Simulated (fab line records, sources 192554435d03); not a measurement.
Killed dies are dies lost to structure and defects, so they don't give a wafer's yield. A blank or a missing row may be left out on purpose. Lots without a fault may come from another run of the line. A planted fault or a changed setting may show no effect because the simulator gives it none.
Split-lot experiment | flow n5_finfet | 7 lots, 21 wafers read, on a route of 1938 steps

THE SPLIT
At N5_FIN_SAQP_ETCH_65 (etches SiO2 in CF4, target depth 4 nm, time 4.4 s), the setting time_s was moved away from the recipe's 4.4 s on 8 of the 21 wafers read, by -11.7% to +18.2%. The other wafers ran this setting at the recipe's value.

The reading is taken at the split's own step.

THE READING
etch.depth_nm (the simulator's own value, which no gauge read), in nm, at N5_FIN_SAQP_ETCH_65 (etches SiO2 in CF4, target depth 4 nm, time 4.4 s). The file gives no usual value for it. The 13 wafers here that ran the recipe average 4.002 nm, standard deviation 0.035 nm.

wafer  | tool, chamber at the split | time_s as run, s | against the recipe | etch.depth_nm, nm | against lot-mates on the recipe
L074.2 | rie_si-06, 1               | 4.4              | recipe             | 3.977             | -
L074.3 | rie_si-06, 0               | 4.778            | +8.6%              | 4.269             | +0.292
L074.4 | rie_si-06, 3               | 4.778            | +8.6%              | 4.311             | +0.334
L076.1 | rie_si-06, 2               | 3.934            | -10.6%             | 3.641             | -0.344
L076.2 | rie_si-06, 3               | 4.4              | recipe             | 3.986             | -
L076.4 | rie_si-06, 1               | 4.4              | recipe             | 3.983             | -
L081.1 | rie_si-05, 3               | 4.4              | recipe             | 3.967             | -
L081.2 | rie_si-05, 1               | 4.4              | recipe             | 3.998             | -
L081.4 | rie_si-05, 2               | 4.4              | recipe             | 4.056             | -
L083.3 | rie_si-06, 0               | 4.804            | +9.2%              | 4.312             | +0.356
L083.4 | rie_si-06, 3               | 4.804            | +9.2%              | 4.328             | +0.372
L083.6 | rie_si-06, 0               | 4.4              | recipe             | 3.956             | -
L086.2 | rie_si-06, 1               | 4.4              | recipe             | 3.982             | -
L086.4 | rie_si-06, 0               | 4.4              | recipe             | 3.984             | -
L086.5 | rie_si-06, 2               | 5.199            | +18.2%             | 4.826             | +0.843
L088.1 | rie_si-06, 0               | 3.884            | -11.7%             | 3.477             | -0.575
L088.3 | rie_si-06, 2               | 4.4              | recipe             | 4.052             | -
L088.4 | rie_si-06, 3               | 3.884            | -11.7%             | 3.531             | -0.521
L090.2 | rie_si-04, 1               | 4.4              | recipe             | 4.02              | -
L090.3 | rie_si-04, 2               | 4.4              | recipe             | 4.071             | -
L090.5 | rie_si-04, 1               | 4.4              | recipe             | 4                 | -

THE FIT
A straight line over all 21 wafers: etch.depth_nm changes by +0.04 nm for each +1% of time_s; r = +0.99; the points scatter about the line by 0.048 nm.
The same after taking each lot's own level away (the mean of its wafers on the recipe; 21 wafers): +0.0425 nm for each +1%; r = +0.99; scatter 0.044 nm.
On that fit, the largest move of time_s shifts the reading by 0.77 nm.
The lots' own levels span 3.9560 to 4.0520 nm, that is 2.8 times the standard deviation above.
So the lot-to-lot level changes the slope little: the two slopes agree.
Check: with one of the wafers moved furthest among these (+18.2%) left out of the fit, the line predicts +0.73 nm for it against its lot-mates. It came out at +0.843 nm against them.

OTHER SPLITS ON THESE WAFERS
These wafers also went through other splits before the reading. Each is held against what the fit with the lots' levels taken away leaves over:
other split on the same wafers    | wafers away from the commonest value | r with etch.depth_nm (lot level and that fit taken away)
N5_ZERO_LAYER_EXPOSE_08 dose_mj   | 3                                    | +0.17
N5_ZERO_LAYER_ETCH_18 icp_w       | 8                                    | -0.22
N5_WELL_APT_EXPOSE_22 dose_mj     | 10                                   | -0.19
N5_WELL_APT_PEB_23 peb_time_s     | 11                                   | -0.15
N5_FIN_SAQP_MANDREL_ETCH_22 icp_w | 7                                    | +0.10

THE FILE'S OWN FIT
etch.depth_nm changes by +0.0425 nm for each +1% of time_s, r = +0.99.
